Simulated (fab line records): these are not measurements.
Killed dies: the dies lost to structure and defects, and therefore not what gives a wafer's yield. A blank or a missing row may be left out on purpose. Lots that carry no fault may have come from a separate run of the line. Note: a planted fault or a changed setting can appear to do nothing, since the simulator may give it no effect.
Comparing a struck lot with a sound one    flow nand-harc    14 steps out of a route of 1302
Sound: wafers L179.2, L179.4, L179.5. Struck: wafers L189.1, L189.4 (left out: L189.5, a lot-mate that was not struck); the cause follows at the end.
Per side, at each step with rows, come the tool, then ch with its chambers, and then its first start. Under that, the readings that differ: sound wafers    struck wafers    difference of the means    sigmas: that difference in standard deviations of wafers without a fault.
alike: same words and numbers on both sides, and readings whose means sit less than 2 such deviations apart. not compared: any withheld reading, any reading some wafer has no value for, any bound like >300 that may hide the same value, and any number with overlapping values for which the record gives no deviation.
The two part at a step that has a row with sigmas, a row that says differs or no value, or rows on one side only. Numbers that have no deviation but don't overlap get no sigmas and don't part them. A reading that every wafer of one side lacks parts them only if that side has two wafers or more.

NHARC_A_ZERO_WELL_INSPECT_17:
  sound on defect-inspect-01, day 8 14:11; struck on defect-inspect-01, day 13 01:57
  alike: raw-defect-count
then, 3 steps without rows for these wafers: NHARC_A_SOURCE_PLATE_PRECLEAN_00 (cleans in HF-LAST, time 60 s); NHARC_A_SOURCE_PLATE_SRD_01; NHARC_A_SOURCE_PLATE_OXIDE_02 (material SiO2, target thk 10 nm, ox time 1362 s).
NHARC_A_SOURCE_PLATE_THK_MEAS_09: measures by ellipsometry.
  sound on film-metro-01, day 8 21:01; struck on film-metro-01, day 13 08:45
  alike: thk-nm
then, 3 steps without rows for these wafers: NHARC_A_SOURCE_PLATE_PVD_04 (deposits WSi2, target thk 50 nm); NHARC_A_SOURCE_PLATE_CVD_03 (deposits poly-Si, target thk 200 nm, time 4000 s); NHARC_A_SOURCE_PLATE_ANNEAL_05 (time 1800 s).
NHARC_A_SOURCE_PLATE_THK_MEAS_06: measures by ellipsometry.
  sound on film-metro-02, day 9 11:24; struck on film-metro-01, day 13 21:38
  alike: thk-nm
NHARC_A_SOURCE_PLATE_INSPECT_08:
  sound on defect-inspect-01, day 9 11:30; struck on defect-inspect-02, day 13 21:42
  alike: raw-defect-count
NHARC_A_ONON_D1_DEP_00: target thk 1000 nm.
  sound on pecvd-onon-02 ch 0, day 9 11:38; struck on pecvd-onon-01 ch 0, day 13 21:46
NHARC_A_ONON_D1_THK_MEAS_02: measures by ellipsometry.
  sound on film-metro-01, day 9 12:05; struck on film-metro-01, day 13 22:17
reading      sound           struck     difference  sigmas
thk-nm (nm)  1011 1010 1010  1556 1555  +545        +60
following that, 1 step holds no rows for these wafers, namely NHARC_A_ONON_D1_DEP_03 (target thickness 1000 nm).
-- the record jumps here: 16 days lie between the struck wafers' starts before and after (it left off in module A_ONON_D1 and takes up again in module END, whose first step shown is number 1302 of the route) --
NHARC_END_SORT_01:
  the record has rows for the struck wafers here (prober-01 ch 0, day 30 06:38) and none for the sound ones

## WHERE THEY PART
Last at NHARC_END_SORT_01 as far as this record goes, first at NHARC_A_ONON_D1_THK_MEAS_02.

WHY: the cause the simulator had injected
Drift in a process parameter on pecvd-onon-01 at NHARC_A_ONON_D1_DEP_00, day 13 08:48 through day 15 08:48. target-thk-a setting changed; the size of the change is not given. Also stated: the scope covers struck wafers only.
